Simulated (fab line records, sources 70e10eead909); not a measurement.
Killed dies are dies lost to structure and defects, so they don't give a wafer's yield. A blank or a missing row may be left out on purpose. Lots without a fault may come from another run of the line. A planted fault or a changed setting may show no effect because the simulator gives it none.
fab line records | flow nand_harc
record lots=14 wafers=42 last_day=34
route steps=1302 shown P_CONTACT@218
lots that met no fault: from a run of the same line without faults
start_h: hours from the record's first day to the start of the lot's first wafer shown | wait_h: hours since the lot's step before | " the same as in the row above | L1.1+2: a row that stands for several wafers | - no value, or no start given | * or withheld: withheld | < > ~ a bound
route shown NAME@n: a module of which the file shows steps, and the number in the route of the first | usual: mean/standard deviation of fault-free wafers | same: alike in all rows | chamber/n: place in a boat | sites: the reading at each site | _std_site: their standard deviation | _edge_site: outer sites' mean less inner sites' | radius_mm: how far each site lies from the wafer's centre | mask NAME#n: copy n | behind: the tool/chamber that last shaped the wafer | hold: why the lot was held/for how many hours/how that ended | device: the transistor (n, p or np) that didn't switch | end of line: the same wafers' tests at the end of the route | a step without rows: its recipe alone | killed: dies lost to structure and defects at the first sort, not the wafer's yield | map: a wafer's dies, x killed, . not, _ none there
set.NAME: the setting as run; set.NAME@STEP: as run at that earlier step | model.NAME: the simulator's own value behind a step, which no gauge read
steps of the route over a sample of lots; a table a step, a row a wafer
services: from which hour (start_h, from the record's first day; less than 0 if before it) a tool's chamber was out of use, for how many hours, and why
## steps
# step NHARC_P_CONTACT_DEP_00
# recipe target_thk_a=5000 temp_c=400 pressure_torr=6.5 rf_w=900 teos_flow_sccm=161.4 flow_sccm=2650 target_thk_nm=500 gas=O2 material=SiO2
# usual heater_power_w=553/130 throttle_valve_pct=16.2/0.74
# columns lot.wafer tool chamber start_h wait_h heater_power_w throttle_valve_pct
L924.6 pecvd-04 1 - - 552 15.8
L924.5 " 2 " " 819 17.3
L924.4 " 0 " " 584 15.5
L926.2 pecvd-04 1 - - 567 16.0
L926.5 " 1 " " 593 16.2
L926.4 " 2 " " 670 17.3
L925.2 pecvd-04 0 - - 484 15.5
L925.3 " 1 " " 589 16.2
L925.5 " 2 " " 863 17.7
L928.3 pecvd-04 0 - - 613 15.5
L928.1 " 2 " " 805 17.5
L928.4 " 0 " " 467 15.3
L929.1 pecvd-04 1 - - 567 16.2
L929.2 " 0 " " 603 15.5
L929.4 " 1 " " 570 16.1
L931.3 pecvd-02 0 - - 556 17.1
L931.1 " 1 " " 405 15.0
L931.4 " 1 " " 438 15.2
L933.1 pecvd-02 0 - - 537 16.7
L933.6 " 1 " " 330 15.1
L933.4 " 0 " " 405 16.6
L939.2 pecvd-04 0 - - 594 15.5
L939.5 " 0 " " 477 15.8
L939.4 " 1 " " 495 16.4
L940.3 pecvd-02 1 - - 470 15.6
L940.4 " 0 " " 449 16.4
L940.6 " 1 " " 490 15.4
L941.3 pecvd-02 2 - - 506 15.6
L941.6 " 1 " " 386 15.4
L941.4 " 2 " " 527 15.6
L942.2 pecvd-01 1 - - 627 15.8
L942.6 " 0 " " 564 15.6
L942.4 " 1 " " 654 15.7
L944.2 pecvd-04 1 - - 512 15.4
L944.6 " 2 " " 823 17.6
L944.4 " 0 " " 487 15.9
L945.2 pecvd-01 0 - - 572 15.2
L945.6 " 0 " " 590 15.3
L945.4 " 2 " " 493 16.5
L946.1 pecvd-04 1 - - 440 15.4
L946.3 " 2 " " 739 17.4
L946.2 " 0 " " 421 16.2
# step NHARC_P_CONTACT_OVL_MEAS_13
# usual overlay_x_nm=0.2/0.9 overlay_y_nm=0.2/0.74
# columns lot.wafer tool chamber start_h wait_h overlay_x_nm overlay_y_nm
L924.4 overlay-01 - 117.14 - 0.1 -0.2
L924.5 " - " " -0.5 -0.8
L924.6 " - " " 0.8 -0.8
L926.2 overlay-02 - 133.38 - -1.0 0.4
L926.4 " - " " -0.8 0.1
L926.5 " - " " -0.8 0.1
L925.2 overlay-02 - 134.00 - -2.0 -0.3
L925.3 " - " " -2.0 -0.9
L925.5 " - " " -1.3 -0.7
L928.1 overlay-01 - 156.60 - 0.3 1.1
L928.3 " - " " 0.5 0.7
L928.4 " - " " 0.5 0.8
L929.1 overlay-01 - 165.18 - -0.1 1.0
L929.2 " - " " 0.2 1.4
L929.4 " - " " 0.0 1.1
L931.1 overlay-01 - 192.72 - -0.5 0.8
L931.3 " - " " -0.4 0.5
L931.4 " - " " -0.8 1.0
L933.1 overlay-01 - 207.68 - 1.9 0.2
L933.4 " - " " 1.7 0.6
L933.6 " - " " 1.4 0.4
L939.2 overlay-01 - 266.73 - 1.0 0.9
L939.4 " - " " 0.8 1.1
L939.5 " - " " 0.9 1.4
L940.3 overlay-02 - 279.76 - 0.5 1.2
L940.4 " - " " 0.2 1.4
L940.6 " - " " 0.4 1.3
L941.3 overlay-02 - 293.06 - -0.8 -0.9
L941.4 " - " " -1.0 -0.6
L941.6 " - " " -0.8 0.0
L942.2 overlay-01 - 294.01 - 0.3 -0.9
L942.4 " - " " 0.7 -0.4
L942.6 " - " " 0.6 -0.8
L944.2 overlay-02 - 316.24 - -0.4 0.9
L944.4 " - " " -1.0 0.3
L944.6 " - " " -0.8 1.0
L945.2 overlay-02 - 328.88 - -0.4 0.9
L945.4 " - " " -0.8 0.0
L945.6 " - " " -0.5 0.4
L946.1 overlay-01 - 343.72 - -0.5 1.2
L946.2 " - " " -0.1 0.3
L946.3 " - " " 0.1 1.4
# step NHARC_P_CONTACT_ETCH_18
# recipe target_depth_a=4810 time_s=240.5 c4f8_flow_sccm=20 o2_flow_sccm=10 ar_flow_sccm=withheld rf_w=600 bias_w=1500 chemistry=C4F8/O2/Ar
# usual oes_product_au=0.955/0.019 rf_vpp_V=980/4.8
# columns lot.wafer tool chamber start_h wait_h oes_product_au rf_hours_counter_h rf_vpp_V
L924.4 rie_diel-11 2 117.72 - 0.963 1.0 985
L924.5 " 2 " " 0.965 - 986
L924.6 " 3 " " 0.948 - 975
L926.4 rie_diel-11 2 133.99 - 0.987 1.5 985
L926.2 " 3 " " 0.962 1.7 972
L926.5 " 1 " " 0.985 - 986
L925.3 rie_diel-12 0 134.59 - 0.957 1.3 983
L925.2 " 1 " " 0.951 1.8 983
L925.5 " 3 " " 0.949 - 974
L928.3 rie_diel-11 1 157.18 - 0.966 2.4 986
L928.4 " 2 " " 0.970 2.2 983
L928.1 " 3 " " 0.965 2.4 975
L929.1 rie_diel-12 1 165.85 - 0.961 3.9 982
L929.2 " 2 " " 0.957 3.8 976
L929.4 " 3 " " 0.963 - 974
L931.4 rie_diel-12 2 193.30 - 0.949 5.6 976
L931.1 " 0 " " 0.977 4.2 982
L931.3 " 1 " " 0.969 5.7 981
L933.1 rie_diel-12 0 208.36 - 0.966 5.6 982
L933.6 " 2 " " 0.957 - 978
L933.4 " 3 " " 0.966 - 975
L939.2 rie_diel-12 0 267.31 - 0.895 9.2 982
L939.4 " 2 " " 0.971 10.1 978
L939.5 " 1 " " 0.981 - 982
L940.4 rie_diel-07 2 280.37 - 0.949 3.4 979
L940.3 " 3 " " 0.952 3.5 975
L940.6 " 0 " " 0.940 - 973
L941.3 rie_diel-12 1 293.64 - 0.973 1.1 982
L941.4 " 0 " " 0.892 1.0 982
L941.6 " 1 " " 0.969 - 981
L942.2 rie_diel-11 2 294.60 - 0.960 0.8 984
L942.4 " 3 " " 0.973 0.9 973
L942.6 " 1 " " 0.965 - 984
L944.4 rie_diel-11 3 316.83 - 0.942 2.0 973
L944.2 " 1 " " 0.943 1.8 985
L944.6 " 2 " " 0.957 - 983
L945.2 rie_diel-07 1 329.61 - 0.932 0.7 987
L945.6 " 2 " " 0.920 - 979
L945.4 " 3 " " 0.928 - 977
L946.3 rie_diel-11 0 344.32 - 0.979 2.7 987
L946.2 " 1 " " 0.969 2.5 985
L946.1 " 2 " " 0.960 2.7 984
# step NHARC_P_CONTACT_ALD_22
# recipe target_thk_a=30 pulse_time_s=1 ald_cycles=150 temp_c=450 material=TiN
# usual heater_power_w=1110/120 precursor_pulse_height_rel=1.000/0.019
# same pulse_time_s=1
# columns lot.wafer tool chamber start_h wait_h heater_power_w precursor_pulse_height_rel
L924.4 ald_metal-01 1 119.08 - 885 0.991
L924.6 " 0 " " 1234 1.029
L924.5 " 1 " " 872 0.964
L926.4 ald_metal-04 2 135.34 - 1092 1.000
L926.2 " 3 " " 1224 1.005
L926.5 " 1 " " 1071 0.987
L925.2 ald_metal-02 0 135.93 - 1149 0.995
L925.3 " 2 " " 1298 0.983
L925.5 " 0 " " 1159 1.025
L928.3 ald_metal-02 2 158.52 - 1271 0.982
L928.1 " 3 " " 975 1.010
L928.4 " 1 " " 1105 0.964
L929.4 ald_metal-04 1 167.25 - 1117 0.973
L929.1 " 2 " " 1087 0.980
L929.2 " 3 " " 1211 0.943
L931.3 ald_metal-04 2 194.66 - 1105 0.997
L931.4 " 3 " " 1225 1.018
L931.1 " 0 " " 1078 1.014
L933.4 ald_metal-01 1 209.76 - 876 1.010
L933.1 " 3 " " 1012 1.009
L933.6 " 1 " " 900 1.029
L939.4 ald_metal-02 1 268.67 - 1129 1.005
L939.2 " 2 " " 1172 0.975
L939.5 " 0 " " 1120 1.019
L940.3 ald_metal-04 2 281.68 - 1060 1.003
L940.4 " 3 " " 1210 1.009
L940.6 " 3 " " 1188 1.005
L941.4 ald_metal-04 2 295.01 - 1102 0.988
L941.3 " 3 " " 1239 0.993
L941.6 " 2 " " 1082 1.009
L942.4 ald_metal-02 0 295.95 - 1097 0.986
L942.2 " 1 " " 1149 1.004
L942.6 " 0 " " 1138 0.992
L944.2 ald_metal-01 0 318.16 - 1376 1.002
L944.4 " 1 " " 871 1.008
L944.6 " 2 " " 1201 0.998
L945.4 ald_metal-04 3 331.00 - 1108 0.984
L945.2 " 0 " " 1025 0.989
L945.6 " 2 " " 1049 1.026
L946.1 ald_metal-01 1 345.66 - 885 1.002
L946.2 " 2 " " 1183 1.009
L946.3 " 3 " " 1025 0.969
## services
# columns tool chamber start_h hours kind
rie_diel-07 - 117.20 9.0 pm
ald_metal-04 - 118.00 10.0 pm
pecvd-04 1 123.18 3.4 repair
ald_metal-02 0 127.49 5.3 repair
pecvd-02 - 128.49 1.2 repair
pecvd-04 - 136.76 1.7 repair
rie_diel-12 3 155.98 4.1 repair
rie_diel-11 - 160.03 1.8 repair
rie_diel-12 0 161.09 21.0 repair
ald_metal-01 - 170.00 10.0 pm
rie_diel-12 1 201.23 7.6 repair
pecvd-02 - 227.19 13.0 pm
ald_metal-04 1 252.60 3.2 repair
ald_metal-02 - 254.00 10.0 pm
rie_diel-11 - 255.50 9.0 pm
rie_diel-12 - 268.40 9.0 pm
pecvd-04 - 269.52 13.0 pm
ald_metal-04 2 270.79 3.1 repair
ald_metal-04 - 296.00 10.0 pm
rie_diel-12 2 301.15 3.8 repair
ald_metal-02 0 303.60 28.1 repair
ald_metal-02 3 307.59 15.3 repair
ald_metal-01 3 308.71 15.2 repair
ald_metal-01 0 313.33 2.5 repair
## key
first_sign step=NHARC_P_CONTACT_ETCH_18 reading=oes_product_au direction=down sigmas=3.2 usual=0.955 struck=0.894
effect none on later readings
met_at NHARC_P_CONTACT_ETCH_18
struck_lots L939,L941
struck_wafers L939.2,L941.4
later_rows_left_out L939.2,L941.4
sort_left_out L939.2,L941.4
tester_left_out L939,L941
not_acting_at NHARC_P_CONTACT_DEP_00,NHARC_P_CONTACT_OVL_MEAS_13,NHARC_P_CONTACT_ALD_22
onset_between 208.36 267.31
fault kind=process_parameter_drift tool=rie_diel-12 chamber=0 onset_h=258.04 steps=NHARC_P_CONTACT_ETCH_18 channel=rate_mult offset=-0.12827 shape=step end_h=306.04
# tester_left_out: of these lots the tester's yield and bins aren't shown, on N5 and GAA mostly nor the transistor test; their killed dies are dies lost to structure and defects alone, not to doping, threshold or leakage, so they don't give the yield
# sort_left_out: the simulated sort isn't trusted on such a fault, so these wafers' sort isn't shown, and their yield isn't known
# later_rows_left_out: the simulator's readings of these wafers behind a module that went badly wrong aren't trusted and aren't shown, but for the sort
